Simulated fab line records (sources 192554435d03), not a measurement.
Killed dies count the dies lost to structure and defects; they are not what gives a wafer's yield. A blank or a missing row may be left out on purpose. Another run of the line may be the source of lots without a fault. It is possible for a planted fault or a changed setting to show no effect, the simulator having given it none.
fab line records ; flow n5_finfet
record: lots: 6; wafers: 18; last_day: 17
route steps=1938 shown BEOL_M5@1148 PASSIVATION@1936
lots that met no fault: from a run of the same line without faults
start_h: the number of hours between the record's first day and the start of the first shown wafer of the lot ; wait_h: how many hours have passed since the lot's step before this one ; " as in the row above ; L1.1+2: a single row standing in for several wafers ; - value missing, or start not given ; * or withheld: withheld ; < > ~ a bound
route shown NAME@n: a module of which the file shows steps, and the number in the route of the first ; usual: average and standard deviation across the fault-free wafers ; same: alike in all rows ; chamber/n: place in a boat ; sites: readings site by site ; _std_site: their standard deviation ; _edge_site: outer sites' mean less inner sites' ; radius_mm: how far each site lies from the wafer's centre ; mask NAME#n: copy n ; behind: the tool/chamber that last shaped the wafer ; hold: cause of the lot's hold/its duration in hours/its outcome ; device: names the non-switching transistor (n, p or np) ; end of line: the route-end tests of the same wafers ; a step with no rows: only its recipe ; killed: the dies lost at the first sort to structure and to defects; this is not the yield of the wafer ; map: shows each die of a wafer: x if killed, . if not, _ if none is there
set.NAME: the setting the step ran with; set.NAME@STEP: the setting that earlier step ran with ; model.NAME: the simulator's own value behind a step, which no gauge read
lots at some steps of the route; a table a step, a row a wafer
services: the hour from which a tool's chamber was out of use, counted from the record's first day as start_h (under 0 if before that day), plus the number of hours and why
== steps ==
step: N5_BEOL_M5_CD_MEAS_28
recipe: target_cd_nm: 30.6; landing_energy_ev: 500; detector: se_inlens; target_cd_y_nm: 20; polarity: opening
usual: cd_nm: 30.58/0.23
lot.wafer;tool;chamber;start_h;wait_h;cd_nm
L711.1;cd_sem-03;0;184.79;-;30.51
L711.2;cd_sem-03;0;184.79;-;30.29
L711.6;cd_sem-03;0;184.79;-;29.90
L714.2;cd_sem-03;0;204.80;-;30.54
L714.5;cd_sem-03;0;204.80;-;30.50
L714.6;cd_sem-03;0;204.80;-;30.64
L718.2;cd_sem-03;0;235.13;-;30.79
L718.3;cd_sem-03;0;235.13;-;30.26
L718.5;cd_sem-03;0;235.13;-;30.41
L727.1;cd_sem-03;0;278.20;-;30.17
L727.5;cd_sem-03;0;278.20;-;30.33
L727.6;cd_sem-03;0;278.20;-;30.93
L728.1;cd_sem-03;0;293.60;-;30.73
L728.2;cd_sem-03;0;293.60;-;30.87
L728.3;cd_sem-03;0;293.60;-;30.85
L731.1;cd_sem-01;0;309.18;-;30.57
L731.2;cd_sem-01;0;309.18;-;30.64
L731.4;cd_sem-01;0;309.18;-;30.39
step: N5_BEOL_M5_OVL_MEAS_29
recipe: points_per_wafer: 522
usual: V4_OVL: -0.2/0.71
lot.wafer;tool;chamber;start_h;wait_h;V4_OVL[nm]
L711.1;overlay-02;0;184.82;0.0;-0.3
L711.2;overlay-02;0;184.82;0.0;0.8
L711.6;overlay-02;0;184.82;0.0;-0.1
L714.2;overlay-02;0;204.84;0.0;0.6
L714.5;overlay-02;0;204.84;0.0;1.2
L714.6;overlay-02;0;204.84;0.0;0.7
L718.2;overlay-02;0;235.17;0.0;-0.4
L718.3;overlay-02;0;235.17;0.0;-0.2
L718.5;overlay-02;0;235.17;0.0;-0.7
L727.1;overlay-01;0;278.24;0.0;-0.1
L727.5;overlay-01;0;278.24;0.0;-0.1
L727.6;overlay-01;0;278.24;0.0;-0.6
L728.1;overlay-02;0;293.63;0.0;-0.3
L728.2;overlay-02;0;293.63;0.0;0.2
L728.3;overlay-02;0;293.63;0.0;-1.2
L731.1;overlay-02;0;309.21;0.0;0.3
L731.2;overlay-02;0;309.21;0.0;-1.1
L731.4;overlay-02;0;309.21;0.0;-1.5
step: N5_BEOL_M5_INSPECT_30
recipe: mode: adi; inspect_instrument: brightfield
usual: raw_defect_count: 420/99
lot.wafer;tool;chamber;start_h;wait_h;raw_defect_count
L711.1;defect_inspect-02;-;184.88;0.1;298
L711.2;defect_inspect-02;-;184.88;0.1;309
L711.6;defect_inspect-02;-;184.88;0.1;503
L714.2;defect_inspect-02;-;204.89;0.0;540
L714.5;defect_inspect-02;-;204.89;0.0;483
L714.6;defect_inspect-02;-;204.89;0.0;462
L718.2;defect_inspect-01;-;235.22;0.0;396
L718.3;defect_inspect-01;-;235.22;0.0;409
L718.5;defect_inspect-01;-;235.22;0.0;477
L727.1;defect_inspect-01;-;278.29;0.1;375
L727.5;defect_inspect-01;-;278.29;0.1;437
L727.6;defect_inspect-01;-;278.29;0.1;509
L728.1;defect_inspect-01;-;293.69;0.1;588
L728.2;defect_inspect-01;-;293.69;0.1;388
L728.3;defect_inspect-01;-;293.69;0.1;408
L731.1;defect_inspect-02;-;309.28;0.1;370
L731.2;defect_inspect-02;-;309.28;0.1;890
L731.4;defect_inspect-02;-;309.28;0.1;630
step: N5_BEOL_M5_DESCUM_33
recipe: chemistry: O2; time_s: 7; source_power_w: 50; bias_power_w: 20; pressure_mtorr: 20; rf_frequency_hz: 2.712e+07; temp_c: 40; resist: CAR-EUV; o2_flow_sccm: 225
step: N5_BEOL_M5_ETCH_75
recipe: chemistry: N2/H2; target: underlayer; target_depth_a: 65; mask_material: CAR-EUV; time_s: 5.2; ion_energy_ev: 200; pressure_mtorr: 30; source_w: 840; bias_w: 150; n2_flow_sccm: 200; h2_flow_sccm: 200; ends: cleared
usual: bias_w: 150.1/0.41; drypump_motor_current_A: 5.9/0.4; etch_rf_on_time_s: 5.16/0.14; oes_product_au: 0.65/0.08; rf_vpp_V: 523.6/3; showerhead_plenum_p_Torr: 2.54/0.1; throttle_valve_pct: 17.9/0.32
lot.wafer;tool;chamber;start_h;wait_h;bias_w;drypump_motor_current_A;etch_rf_on_time_s;oes_product_au;rf_hours_counter_h;rf_vpp_V;showerhead_plenum_p_Torr;throttle_valve_pct
L711.1;rie_diel-01;0;184.95;0.0;150.4;6.2;5.26;0.60;212;519.7;2.41;18.1
L711.2;rie_diel-01;2;184.95;0.0;151.0;5.2;4.98;0.79;15;520.1;2.48;17.7
L711.6;rie_diel-01;0;184.95;0.0;150.4;6.2;5.28;0.61;-;519.9;2.41;18.1
L714.2;rie_diel-01;2;205.33;0.0;150.4;5.2;5.04;0.78;21;523.3;2.48;17.7
L714.5;rie_diel-01;2;205.33;0.0;150.6;5.2;5.05;0.79;-;522.3;2.48;17.7
L714.6;rie_diel-01;3;205.33;0.0;149.0;5.7;5.13;0.61;-;526.2;2.62;18.0
L718.2;rie_diel-05;3;235.29;0.0;150.5;6.2;5.15;0.59;228;525.9;2.63;18.1
L718.3;rie_diel-05;0;235.29;0.0;150.8;6.4;5.08;0.81;8;528.5;2.72;18.0
L718.5;rie_diel-05;2;235.29;0.0;151.1;6.2;5.05;0.59;-;520.6;2.39;17.5
L727.1;rie_diel-05;0;278.36;0.0;150.7;6.4;5.09;0.77;23;527.1;2.72;18.1
L727.5;rie_diel-05;1;278.36;0.0;149.8;6.1;5.02;0.62;-;523.1;2.52;17.7
L727.6;rie_diel-05;2;278.36;0.0;149.6;6.2;4.94;0.83;-;531.5;2.70;17.2
L728.1;rie_diel-05;0;293.77;0.0;149.6;6.4;5.10;0.76;28;527.4;2.72;18.1
L728.2;rie_diel-05;2;293.77;0.0;150.2;6.2;4.95;0.83;7;530.5;2.70;17.2
L728.3;rie_diel-05;3;293.77;0.0;150.6;6.1;5.20;0.57;248;526.1;2.62;18.1
L731.1;rie_diel-06;2;309.38;0.0;150.3;5.7;5.07;0.67;173;517.1;2.34;18.1
L731.2;rie_diel-06;1;309.38;0.0;149.9;5.2;5.04;0.79;9;521.7;2.49;17.3
L731.4;rie_diel-06;3;309.38;0.0;149.7;6.2;5.22;0.61;200;524.3;2.52;18.4
step: N5_BEOL_M5_ETCH_67
recipe: chemistry: CF4; target: SiARC; target_depth_a: 156; mask_material: CAR-EUV; time_s: 26; ion_energy_ev: 80; pressure_mtorr: 40; source_w: 545; bias_w: 36; Ar_flow_sccm: 100; cf4_flow_sccm: 100; ends: cleared
usual: bias_w: 36.00/0.1; drypump_motor_current_A: 5.9/0.4; etch_rf_on_time_s: 25.8/0.66; oes_product_au: 0.66/0.079; rf_vpp_V: 184.1/1.3; showerhead_plenum_p_Torr: 2.14/0.08; throttle_valve_pct: 15.69/0.25
lot.wafer;tool;chamber;start_h;wait_h;bias_w;drypump_motor_current_A;etch_rf_on_time_s;oes_product_au;rf_hours_counter_h;rf_vpp_V;showerhead_plenum_p_Torr;throttle_valve_pct
L711.1;rie_diel-01;0;184.97;0.0;35.94;6.2;26.3;0.61;212;181.7;2.04;15.73
L711.2;rie_diel-01;2;184.97;0.0;35.99;5.2;25.0;0.79;15;181.8;2.09;15.35
L711.6;rie_diel-01;0;184.97;0.0;36.04;6.2;26.0;0.61;-;182.0;2.04;15.71
L714.2;rie_diel-01;2;205.35;0.0;35.84;5.2;25.7;0.77;21;182.6;2.09;15.35
L714.5;rie_diel-01;2;205.35;0.0;35.98;5.2;25.3;0.79;-;182.6;2.09;15.34
L714.6;rie_diel-01;3;205.35;0.0;36.09;5.6;25.8;0.61;-;184.3;2.21;15.86
L718.2;rie_diel-05;3;235.31;0.0;36.15;6.2;25.8;0.59;228;186.7;2.20;15.90
L718.3;rie_diel-05;0;235.31;0.0;35.96;6.4;25.5;0.81;8;187.8;2.28;15.72
L718.5;rie_diel-05;2;235.31;0.0;36.08;6.2;25.6;0.59;-;183.1;2.03;15.51
L727.1;rie_diel-05;0;278.38;0.0;36.09;6.4;25.7;0.76;23;184.8;2.27;15.77
L727.5;rie_diel-05;1;278.38;0.0;36.13;6.0;25.4;0.62;-;184.2;2.13;15.53
L727.6;rie_diel-05;2;278.38;0.0;35.79;6.2;24.9;0.84;-;185.9;2.28;15.09
L728.1;rie_diel-05;0;293.78;0.0;36.22;6.4;25.5;0.77;28;184.5;2.27;15.77
L728.2;rie_diel-05;2;293.78;0.0;36.00;6.2;24.8;0.82;7;186.2;2.28;15.09
L728.3;rie_diel-05;3;293.78;0.0;35.93;6.2;25.9;0.57;248;184.8;2.20;15.93
L731.1;rie_diel-06;2;309.40;0.0;36.04;5.6;25.3;0.66;173;183.2;1.97;15.80
L731.2;rie_diel-06;1;309.40;0.0;35.84;5.2;25.0;0.80;10;183.8;2.11;15.15
L731.4;rie_diel-06;3;309.40;0.0;35.94;6.2;26.3;0.61;200;182.8;2.12;16.06
step: N5_BEOL_M5_ETCH_68
recipe: chemistry: N2/H2; target: SOC; target_depth_a: 800; overetch_a: 160; mask_material: SiARC; temp_c: 40; time_s: 120; ion_energy_ev: 200; pressure_mtorr: 30; source_w: 840; bias_w: 150; n2_flow_sccm: 200; h2_flow_sccm: 200
step: N5_BEOL_M5_STRIP_69
recipe: chemistry: N2/H2; temp_c: 40; n2_flow_sccm: 200; h2_flow_sccm: 200; rf_frequency_hz: 6e+07
step: N5_BEOL_M5_STRIP_76
recipe: chemistry: N2/H2; temp_c: 40; n2_flow_sccm: 200; h2_flow_sccm: 200; rf_frequency_hz: 6e+07
step: N5_BEOL_M5_VIA_ETCH_34
recipe: chemistry: C4F6/O2; target: SiCOH_lowk; target_depth_a: 883; mask_material: SOC; taper_deg: 4; time_s: 39.2; ion_energy_ev: 250; pressure_mtorr: 30; source_w: 345; bias_w: 185; Ar_flow_sccm: 300; C4F6_flow_sccm: 10; O2_flow_sccm: 10
usual: bias_w: 185.1/0.56; drypump_motor_current_A: 5.9/0.4; oes_product_au: 0.76/0.093; rf_vpp_V: 664/11; showerhead_plenum_p_Torr: 2.84/0.11; throttle_valve_pct: 20.93/0.29
lot.wafer;tool;chamber;start_h;wait_h;bias_w;drypump_motor_current_A;oes_product_au;rf_hours_counter_h;rf_vpp_V;showerhead_plenum_p_Torr;throttle_valve_pct
L711.1;rie_diel-01;0;185.10;0.0;185.1;6.2;0.72;212;665;2.71;21.04
L711.2;rie_diel-01;2;185.10;0.0;184.3;5.2;0.92;15;671;2.79;20.72
L711.6;rie_diel-01;0;185.10;0.0;184.9;6.2;0.71;-;665;2.71;21.02
L714.2;rie_diel-01;2;205.48;0.0;184.2;5.2;0.91;21;670;2.78;20.73
L714.5;rie_diel-01;2;205.48;0.0;184.1;5.2;0.89;-;672;2.78;20.73
L714.6;rie_diel-01;3;205.48;0.0;184.4;5.6;0.72;-;662;2.96;21.21
L718.2;rie_diel-05;3;235.43;0.0;184.8;6.1;0.68;228;686;2.93;21.11
L718.3;rie_diel-05;0;235.43;0.0;185.3;6.4;0.93;8;662;3.01;20.98
L718.5;rie_diel-05;2;235.43;0.0;185.5;6.2;0.68;-;678;2.70;20.61
L727.1;rie_diel-05;0;278.51;0.0;184.7;6.4;0.90;23;661;3.00;21.01
L727.5;rie_diel-05;1;278.51;0.0;184.8;6.1;0.72;-;658;2.83;20.76
L727.6;rie_diel-05;2;278.51;0.0;185.7;6.2;0.99;-;690;3.03;20.36
L728.1;rie_diel-05;0;293.91;0.0;185.0;6.4;0.89;28;664;3.00;21.02
L728.2;rie_diel-05;2;293.91;0.0;184.3;6.2;0.96;7;689;3.03;20.37
L728.3;rie_diel-05;3;293.91;0.0;184.8;6.2;0.66;248;683;2.92;21.14
L731.1;rie_diel-06;2;309.53;0.0;185.0;5.6;0.77;173;654;2.62;21.07
L731.2;rie_diel-06;1;309.53;0.0;185.1;5.2;0.93;10;656;2.78;20.28
L731.4;rie_diel-06;3;309.53;0.0;185.5;6.2;0.71;200;665;2.82;21.35
step: N5_BEOL_M5_STRIP_85
recipe: chemistry: C4F6/O2; resist: SiARC; rf_frequency_hz: 6e+07
step: N5_BEOL_M5_STRIP_36
recipe: chemistry: N2/H2; power_w: 450; temp_c: 40; pressure_mtorr: 20; rf_frequency_hz: 6e+07; overash_fraction: 0.3; bias_power_w: 7; h2_frac: 0.5; n2_flow_sccm: 200; h2_flow_sccm: 200
usual: drypump_motor_current_A: 5.9/0.4; oes_product_au: 0.76/0.09; rf_vpp_V: 59.2/1.3; showerhead_plenum_p_Torr: 2.53/0.1; throttle_valve_pct: 23.7/0.43
lot.wafer;tool;chamber;start_h;wait_h;drypump_motor_current_A;oes_product_au;rf_hours_counter_h;rf_vpp_V;showerhead_plenum_p_Torr;throttle_valve_pct
L711.1;rie_diel-01;0;185.14;0.0;6.2;0.71;212;59.3;2.40;24.1
L711.2;rie_diel-01;2;185.14;0.0;5.3;0.89;15;59.8;2.48;23.7
L711.6;rie_diel-01;0;185.14;0.0;6.2;0.71;-;57.6;2.40;24.1
L714.2;rie_diel-01;2;205.52;0.0;5.2;0.89;21;56.5;2.48;23.7
L714.5;rie_diel-01;2;205.52;0.0;5.2;0.89;-;57.8;2.48;23.7
L714.6;rie_diel-01;3;205.52;0.0;5.6;0.71;-;60.6;2.62;23.8
L718.2;rie_diel-05;3;235.48;0.0;6.2;0.67;228;57.2;2.63;23.8
L718.3;rie_diel-05;0;235.48;0.0;6.4;0.93;8;59.1;2.72;24.0
L718.5;rie_diel-05;2;235.48;0.0;6.2;0.68;-;56.9;2.39;23.0
L727.1;rie_diel-05;0;278.55;0.0;6.4;0.89;23;58.3;2.71;24.0
L727.5;rie_diel-05;1;278.55;0.0;6.0;0.71;-;57.0;2.51;23.3
L727.6;rie_diel-05;2;278.55;0.0;6.2;0.97;-;59.5;2.70;22.8
L728.1;rie_diel-05;0;293.96;0.0;6.4;0.88;28;59.3;2.71;24.0
L728.2;rie_diel-05;2;293.96;0.0;6.2;0.96;7;60.4;2.70;22.8
L728.3;rie_diel-05;3;293.96;0.0;6.2;0.65;248;58.5;2.62;23.9
L731.1;rie_diel-06;2;309.57;0.0;5.7;0.76;173;58.3;2.33;23.8
L731.2;rie_diel-06;1;309.57;0.0;5.2;0.92;10;60.2;2.49;23.0
L731.4;rie_diel-06;3;309.57;0.0;6.2;0.72;200;60.0;2.51;24.3
step: N5_BEOL_M5_TRENCH_ETCH_37
recipe: chemistry: C4F6/O2; target_depth_a: 716.52; target: SiCOH_lowk; time_s: 24.7; ion_energy_ev: 250; pressure_mtorr: 30; source_w: 345; bias_w: 185; Ar_flow_sccm: 300; C4F6_flow_sccm: 10; O2_flow_sccm: 10
usual: bias_w: 185.0/0.52; drypump_motor_current_A: 5.9/0.4; oes_product_au: 0.76/0.093; rf_vpp_V: 664/11; showerhead_plenum_p_Torr: 2.84/0.11; throttle_valve_pct: 20.97/0.29
lot.wafer;tool;chamber;start_h;wait_h;bias_w;drypump_motor_current_A;oes_product_au;rf_hours_counter_h;rf_vpp_V;showerhead_plenum_p_Torr;throttle_valve_pct
L711.1;rie_diel-01;0;185.18;-;185.0;6.2;0.71;212;666;2.71;21.06
L711.2;rie_diel-01;2;185.18;-;184.5;5.2;0.92;15;672;2.79;20.76
L711.6;rie_diel-01;0;185.18;-;185.0;6.2;0.71;-;665;2.71;21.07
L714.2;rie_diel-01;2;205.56;-;185.3;5.3;0.90;21;672;2.78;20.76
L714.5;rie_diel-01;2;205.56;-;185.1;5.2;0.90;-;672;2.78;20.76
L714.6;rie_diel-01;3;205.56;-;185.5;5.6;0.71;-;662;2.96;21.26
L718.2;rie_diel-05;3;235.52;-;185.0;6.1;0.68;228;684;2.93;21.15
L718.3;rie_diel-05;0;235.52;-;183.6;6.5;0.95;8;662;3.01;21.03
L718.5;rie_diel-05;2;235.52;-;185.0;6.2;0.69;-;678;2.70;20.67
L727.1;rie_diel-05;0;278.59;-;194.9;6.5;0.91;23;692;3.00;21.07
L727.5;rie_diel-05;1;278.59;-;195.3;6.1;0.73;-;687;2.83;20.80
L727.6;rie_diel-05;2;278.59;-;196.2;6.2;1.01;-;721;3.03;20.40
L728.1;rie_diel-05;0;294.00;-;195.8;6.4;0.89;28;693;3.00;21.07
L728.2;rie_diel-05;2;294.00;-;195.8;6.2;0.98;7;719;3.03;20.40
L728.3;rie_diel-05;3;294.00;-;196.7;6.2;0.68;248;714;2.92;21.18
L731.1;rie_diel-06;2;309.61;-;186.0;5.6;0.75;173;654;2.62;21.10
L731.2;rie_diel-06;1;309.61;-;185.0;5.2;0.91;10;657;2.78;20.30
L731.4;rie_diel-06;3;309.61;-;184.8;6.2;0.70;200;665;2.82;21.40
step: N5_BEOL_M5_ETCH_41
recipe: chemistry: CH3F/O2; target: SiCN; target_depth_a: 315; taper_deg: 2; time_s: 56.7; ion_energy_ev: 120; mask_material: TiN; pressure_mtorr: 30; source_w: 395; bias_w: 75; Ar_flow_sccm: 150; CH3F_flow_sccm: 30; O2_flow_sccm: 20
usual: CH3F_flow_sccm: 30.01/0.09; bias_w: 74.95/0.23; drypump_motor_current_A: 5.9/0.4; oes_product_au: 0.76/0.092; rf_vpp_V: 297.1/1.8; showerhead_plenum_p_Torr: 2.00/0.078; throttle_valve_pct: 16.39/0.27
lot.wafer;tool;chamber;start_h;wait_h;CH3F_flow_sccm;bias_w;drypump_motor_current_A;oes_product_au;rf_hours_counter_h;rf_vpp_V;showerhead_plenum_p_Torr;throttle_valve_pct
L711.1;rie_diel-01;0;-;-;30.04;75.20;6.2;0.71;212;294.0;1.90;16.47
L711.2;rie_diel-01;2;-;-;29.94;74.86;5.2;0.93;15;295.8;1.96;16.13
L711.6;rie_diel-01;0;-;-;29.89;74.97;6.2;0.71;-;294.8;1.90;16.47
L714.2;rie_diel-01;2;-;-;30.06;74.83;5.2;0.91;21;296.5;1.96;16.13
L714.5;rie_diel-01;2;-;-;30.00;74.96;5.2;0.90;-;295.6;1.96;16.13
L714.6;rie_diel-01;3;-;-;29.93;75.32;5.6;0.71;-;298.7;2.08;16.62
L718.2;rie_diel-05;3;-;-;29.92;75.17;6.2;0.69;229;298.6;2.06;16.59
L718.3;rie_diel-05;0;-;-;30.02;74.38;6.4;0.94;8;299.1;2.12;16.40
L718.5;rie_diel-05;2;-;-;30.05;74.23;6.2;0.69;-;294.9;1.89;16.20
L727.1;rie_diel-05;0;-;-;29.89;74.87;6.4;0.89;23;300.8;2.12;16.43
L727.5;rie_diel-05;1;-;-;30.01;74.70;6.0;0.72;-;298.6;1.99;16.23
L727.6;rie_diel-05;2;-;-;30.04;75.15;6.2;0.99;-;300.8;2.14;15.80
L728.1;rie_diel-05;0;-;-;29.91;74.87;6.4;0.89;28;298.7;2.12;16.45
L728.2;rie_diel-05;2;-;-;30.08;75.19;6.2;0.96;7;297.8;2.14;15.81
L728.3;rie_diel-05;3;-;-;29.89;75.19;6.2;0.67;248;297.9;2.06;16.65
L731.1;rie_diel-06;2;-;-;30.11;75.19;5.6;0.76;173;294.5;1.83;16.51
L731.2;rie_diel-06;1;-;-;29.96;74.98;5.2;0.93;10;297.3;1.95;15.74
L731.4;rie_diel-06;3;-;-;30.10;75.06;6.2;0.71;200;297.0;1.98;16.79
step: N5_PASSIVATION_PROBE_49
usual: defect_limited_yield: 91.4/1.5; killed_at_M0_to_M3: 32/9.8; killed_at_M4_up: 15/5.6; killed_at_contacts: 12/5.4; killed_at_front_end: 40/13; killed_at_other: 3.0/2.1; killed_dies: 102/17; killed_on_rim: 14/4.4; killed_open: 67/13; killed_short: 32/7.1; sort_bin_5_function: 5.1/0.96; sort_bin_6_memory: 3.2/0.7; sort_n_pass: 1078/18; sort_yield_pct: 91.3/1.5
same: gross_dies: 1180; killed_at_back_side: 0; sort_bin_4_leakage[%]: 0; sort_bin_8_speed[%]: 0
lot.wafer;tool;chamber;start_h;wait_h;defect_limited_yield[%];killed_at_M0_to_M3;killed_at_M4_up;killed_at_contacts;killed_at_front_end;killed_at_other;killed_dies;killed_on_rim;killed_open;killed_short;sort_bin_5_function[%];sort_bin_6_memory[%];sort_n_pass;sort_yield_pct[%]
L711.1;prober-02;-;291.76;0.0;90.4;27;13;15;56;2;113;13;78;32;5.9;3.5;1067;90.4
L711.2;prober-02;-;291.81;0.1;90.3;31;8;10;65;0;114;19;74;40;5.8;3.7;1066;90.3
L711.6;prober-02;-;292.01;0.3;93.6;14;8;7;46;1;76;12;53;20;3.6;2.6;1104;93.6
L718.2;prober-01;-;331.85;0.1;91.7;12;24;21;34;7;98;13;63;35;5.2;3.0;1082;91.7
L718.3;prober-01;-;331.90;0.1;91.3;28;12;12;50;1;103;10;75;28;5.3;3.4;1077;91.3
L718.5;prober-01;-;332.00;0.2;90.2;32;19;20;41;4;116;12;84;32;5.6;3.8;1064;90.2
killed by level:class
L711.1 STI_FIN_REVEAL:geometric_particle:open=14 MOL_CONTACT_COAG:geometric_particle:open=13 FIN_SAQP:geometric_particle:open=9 BEOL_M1:geometric_particle:open=9 BEOL_M0_SAQP:geometric_particle:open=7 STARTING-WAFER:geometric_particle:open=6 DUMMY_GATE:geometric_particle:open=5 FIN_SAQP:geometric_particle:short=4
L711.2 STI_FIN_REVEAL:geometric_particle:open=22 FIN_SAQP:geometric_particle:open=13 BEOL_M0_SAQP:geometric_particle:short=12 GATE_CUT:geometric_particle:short=9 MOL_CONTACT_COAG:geometric_particle:open=8 STI_FIN_REVEAL:geometric_particle:short=6 GATE_CUT:geometric_particle:open=4 BEOL_M0_SAQP:geometric_particle:open=4
L711.6 STI_FIN_REVEAL:geometric_particle:open=17 MOL_CONTACT_COAG:geometric_particle:open=7 FIN_SAQP:geometric_particle:open=5 GATE_CUT:geometric_particle:short=5 FIN_SAQP:geometric_particle:short=4 STI_FIN_REVEAL:geometric_particle:short=4 BEOL_M1:geometric_particle:open=4 BEOL_M0_SAQP:geometric_particle:short=4
L718.2 MOL_CONTACT_COAG:geometric_particle:open=18 BEOL_M4:geometric_particle:open=11 FIN_SAQP:geometric_particle:short=6 FIN_SAQP:geometric_particle:open=6 BEOL_M0_SAQP:geometric_particle:short=5 STI_FIN_REVEAL:geometric_particle:open=4 STI_FIN_REVEAL:geometric_particle:short=4 MOL_CONTACT_COAG:geometric_particle:short=3
L718.3 FIN_SAQP:geometric_particle:open=16 STI_FIN_REVEAL:geometric_particle:open=12 MOL_CONTACT_COAG:geometric_particle:open=9 BEOL_M0_SAQP:geometric_particle:open=8 FIN_SAQP:geometric_particle:short=7 BEOL_M4:geometric_particle:open=7 BEOL_M0_SAQP:geometric_particle:short=6 BEOL_M2:geometric_particle:open=5
L718.5 MOL_CONTACT_COAG:geometric_particle:open=15 STI_FIN_REVEAL:geometric_particle:open=11 BEOL_M4:geometric_particle:open=11 STARTING-WAFER:geometric_particle:open=10 BEOL_M0_SAQP:geometric_particle:short=9 BEOL_M2:geometric_particle:open=7 BEOL_M0_SAQP:geometric_particle:open=6 MOL_CONTACT_COAG:geometric_particle:short=5
== services ==
tool;chamber;start_h;hours;kind
rie_diel-06;0;190.33;6.5;repair
rie_diel-05;0;192.88;-;clean
rie_diel-05;0;192.88;-;consumable_replace:focus_ring
rie_diel-05;0;192.88;-;consumable_replace:showerhead
rie_diel-05;0;192.88;15.2;scheduled_down
rie_diel-05;0;192.88;15.2;vent_cycle
rie_diel-06;2;195.78;28.7;repair
rie_diel-05;1;197.55;24.1;repair
rie_diel-05;1;244.64;5.5;repair
rie_diel-01;0;249.43;3.8;repair
rie_diel-05;2;250.16;-;clean
rie_diel-05;2;250.16;-;consumable_replace:focus_ring
rie_diel-05;2;250.16;-;consumable_replace:showerhead
rie_diel-05;2;250.16;21.8;scheduled_down
rie_diel-05;2;250.16;21.8;vent_cycle
rie_diel-01;2;265.90;16.8;repair
rie_diel-05;3;298.74;-;clean
rie_diel-05;3;298.74;-;consumable_replace:focus_ring
rie_diel-05;3;298.74;22.1;scheduled_down
rie_diel-05;3;298.74;22.1;vent_cycle
rie_diel-01;1;303.50;-;clean
rie_diel-01;1;303.50;-;consumable_replace:focus_ring
rie_diel-01;1;303.50;23.9;scheduled_down
rie_diel-01;1;303.50;23.9;vent_cycle
== key ==
first_sign: step: N5_BEOL_M5_TRENCH_ETCH_37; reading: bias_w; direction: up; sigmas: 21; usual: *; struck: *
effect: step: N5_BEOL_M5_TRENCH_ETCH_37; reading: rf_vpp_V; direction: up; sigmas: 3.8; usual: 664; struck: 704
met_at N5_BEOL_M5_TRENCH_ETCH_37
struck_wafers L727.1,L727.5,L727.6,L728.1,L728.2,L728.3
onset_between 235.52 278.59
fault: kind: process_parameter_drift; tool: rie_diel-05; chamber: -; onset_h: 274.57; steps: N5_BEOL_M5_TRENCH_ETCH_37; channel: bias_w; offset: *; shape: step; end_h: 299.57; acts_in: *; stated: *
